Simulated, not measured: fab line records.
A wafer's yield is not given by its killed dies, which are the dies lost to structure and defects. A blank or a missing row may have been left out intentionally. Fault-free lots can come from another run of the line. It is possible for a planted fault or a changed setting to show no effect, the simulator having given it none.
Problem report, 8D (eight disciplines) form, completed by code -- flow n5Finfet -- the parts of the form that need people (team, actions taken, sign-off) are left out

== 1. THE PROBLEM ==
Mean PWELL_OVL at N5_WELL_APT_OVL_MEAS_26: 38 nm over 6 wafers in 2 lots; fault-free wafers: 0 nm, standard deviation 6.2. That is +6.2 standard deviations from the usual mean.
Seen first at day 4 02:58 on overlay-02, wafer L846.1. The record has a number at this step for 27 wafers belonging to 9 lots. The rule behind "out" and "out of limits": a value lying over 4 standard deviations away from the usual mean. Any other wafer with a number is counted as sound.

== 2. WHAT IT IS AND WHAT IT IS NOT ==
question,is,is not
which readings at this step,PWELL_OVL,-
which lots,"L846, L847","L836, L839, L844, L849, L852, L855, L856"
which wafers of those lots,all that have a number,-
read on which gauges,overlay-02,overlay-01
when,from day 4 02:58,"up to then (9 sound wafers); but 12 sound wafers of L849, L852, L855, L856 came after"

== 3. SUSPECTS, AND WHAT RULES EACH OUT ==
Counting: a tool stays on the suspect list if, at a process step up to the reading, it processed all lots that are out and no sound lot following the first of them.
- the gauge at N5_WELL_APT_OVL_MEAS_26: kept. All the wafers that are out were read on overlay-02, and no step on other tools shows them out.
- krfScanner-02 at N5_WELL_APT_EXPOSE_22 (exposes mask PWELL, defocus 0 nm, target cd 200 nm): kept. Every lot that is out went through it, starting with L846 (day 4 02:46), and after that it ran no sound lot; the last sound lot it ran before then is L839 (day 2 08:38).
What counting leaves: krfScanner-02 at N5_WELL_APT_EXPOSE_22 and overlay-02 at N5_WELL_APT_OVL_MEAS_26.

== 4. THE CAUSE (what the simulator had put in) ==
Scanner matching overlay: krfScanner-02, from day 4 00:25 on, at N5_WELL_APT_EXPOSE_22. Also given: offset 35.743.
2 suspects survive the count, and this tool is in that group.

== 5. SEQUENCE OF EFFECTS, ordered by route ==
Each row: a reading where the mean over the struck wafers with a number is more than 3 standard deviations away from the usual. Readings are gone through only where the record gives a usual standard deviation; hours: the median, over the lots, of the time from a lot's start at the first step in this table giving one to that lot's start at this step; sigmas: the change measured in usual standard deviations.
hours,step,reading,usual,on struck wafers,change,sigmas
0,N5_WELL_APT_OVL_MEAS_26,PWELL_OVL,0 nm,38,+38,+6.2
Later measuring or inspecting steps at which every struck wafer that the step has a row for has a number for every such reading, and none has moved that far: N5_BEOL_M4_RC_MEAS_101.

== 6. WHAT WOULD HAVE CAUGHT IT SOONER ==
The first out-of-limits reading at a measuring or inspecting step in this record came at day 4 02:58, 3 hours after the fault's start at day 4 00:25.
No tool reading at N5_WELL_APT_EXPOSE_22 that has a usual standard deviation in the record was out on any struck wafer, so an alarm limit of 4 standard deviations on those readings would not have fired.
Among the 2 lots that are out, L847 began N5_WELL_APT_EXPOSE_22 on krfScanner-02 after day 4 02:58. Holding the tool at that time would have saved it.
